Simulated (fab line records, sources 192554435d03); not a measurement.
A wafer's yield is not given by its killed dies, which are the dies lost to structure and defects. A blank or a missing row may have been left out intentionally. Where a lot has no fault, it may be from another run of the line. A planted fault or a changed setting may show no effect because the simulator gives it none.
A struck lot beside a sound one + flow n5_finfet + 16 out of 1938 route steps
Sound: wafers L350.1, L350.4, L350.5. Wafers L361.2, L361.4, L361.5 were the ones struck. The cause is given at the end.
For every step that has rows: the tool of each side, followed by ch and its chambers, followed by its first start. Under that, the readings that differ: sound wafers + struck wafers + difference of the means + sigmas: that difference in standard deviations of wafers without a fault.
alike: readings whose means differ by less than 2 such deviations, and words and numbers that are the same on both sides. not compared: withheld readings, readings that some wafer has no value for, bounds like >300 that may hide the same value, and numbers for which the record gives no deviation and whose values overlap.
The two part at a step that has a row with sigmas, a row that says differs or no value, or rows on one side only. When numbers do not overlap yet have no deviation, they are printed without sigmas and do not part them. A reading that every wafer of one side lacks parts them only if that side has two wafers or more.

N5_HKMG_FIN_STRIP_93: strips SOC in N2/H2, time 20 s.
  sound on rie_diel-04 ch 1,2,3, day 3 22:47; struck on rie_diel-02 ch 2,3, day 6 18:21
  alike: drypump_motor_current_A, oes_product_au, rf_vpp_V, showerhead_plenum_p_Torr, throttle_valve_pct
  not compared: rf_hours_counter_h
then, 1 step without rows for these wafers: N5_HKMG_FIN_WET_ETCH_76 (etches Al2O3 in dNH4OH, stops on La2O3, target depth 2.25 nm, rinse time 30 s).
N5_HKMG_FIN_STRIP_60: strips in N2/H2, time 360 s.
  sound on plasma_asher-02 ch 0,1, day 3 22:56; struck on plasma_asher-01 ch 0,1, day 6 18:50
  alike: drypump_motor_current_A, heater_power_w
  not compared: rf_hours_counter_h
then, 2 steps without rows for these wafers: N5_HKMG_FIN_WET_ETCH_77 (etches La2O3 in dHCl, stops on HfO2, target depth 2 nm); N5_HKMG_FIN_WET_ETCH_78 (etches Al2O3 in dNH4OH, stops on La2O3, target depth 4.5 nm, rinse time 30 s).
N5_HKMG_FIN_ALD_79: deposits TiN, target thk 1.5 nm, pulse time 1 s, purge time 3 s.
  sound on ald_metal-01 ch 2,3, day 3 23:25; struck on ald_metal-02 ch 0,1, day 6 19:20
  alike: heater_power_w, precursor_pulse_height_rel, susceptor_temp_C
N5_HKMG_FIN_CVD_62: deposits a-Si from Si2H6, target thk 3 nm, time 20.8 s.
  sound on thermal_cvd_si-01 ch 0,2, day 3 23:47; struck on thermal_cvd_si-02 ch 0,1,2, day 6 19:41
  alike: heater_power_w, susceptor_temp_C
then, 5 steps without rows for these wafers: N5_HKMG_FIN_RTA_80 (time 2 s); N5_HKMG_FIN_PRECLEAN_64 (cleans in dHF, time 30 s); N5_HKMG_FIN_WET_ETCH_65 (etches a-Si in TMAH, stops on TiN, time 49 s, target depth 3 nm); N5_HKMG_FIN_WET_ETCH_81 (etches TiN in SC1, stops on HfO2, time 57 s, target depth 6 nm); N5_HKMG_FIN_WET_ETCH_82 (etches La2O3 in dHCl, stops on HfO2, target depth 2 nm, rinse time 30 s).
N5_HKMG_FIN_ALD_36: deposits TiN, target thk 1 nm, pulse time 1 s, purge time 3 s.
  sound on ald_metal-02 ch 0,1, day 4 00:11; struck on ald_metal-01 ch 0,1, day 6 20:06
| reading              | sound                | struck               | difference | sigmas |
|----------------------|----------------------|----------------------|------------|--------|
| susceptor_temp_C (C) | 400.05 399.91 399.54 | 385.46 385.51 385.24 | -14.43     | -69    |
  alike: heater_power_w, precursor_pulse_height_rel
N5_HKMG_FIN_THK_MEAS_70: measures by xrf.
  sound on film_metro-01 at day 4 00:28; struck on film_metro-01 at day 6 20:23
  alike: HK_THK
-- a jump in the record: the struck wafers' starts before and after are 4 days apart (it breaks off in module HKMG_FIN and resumes in module BEOL_M4, where the first step shown is number 1111 of the route) --
N5_BEOL_M4_RC_MEAS_101:
  sound on prober-02 ch 0, day 8 11:57; struck on prober-02 ch 0, day 10 17:14
  alike: DIBL_N, DIBL_P, IOFF_N, IOFF_P, ION_N, ION_P, SS_N, SS_P, VT_N, VT_P
-- the record jumps here: 4 days lie between the struck wafers' starts before and after (it left off in module BEOL_M4 and takes up again in module PASSIVATION, whose first step shown is number 1936 of the route) --
N5_PASSIVATION_PROBE_49:
  rows exist in the record for the struck wafers here (prober-01, day 15 01:31), but not for the sound ones

== WHERE THEY PART ==
At N5_HKMG_FIN_ALD_36 first; at N5_PASSIVATION_PROBE_49 last (within this record only).

WHY: what had been put in by the simulator
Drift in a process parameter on ald_metal-01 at N5_HKMG_FIN_ALD_36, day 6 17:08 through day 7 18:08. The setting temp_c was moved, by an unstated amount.
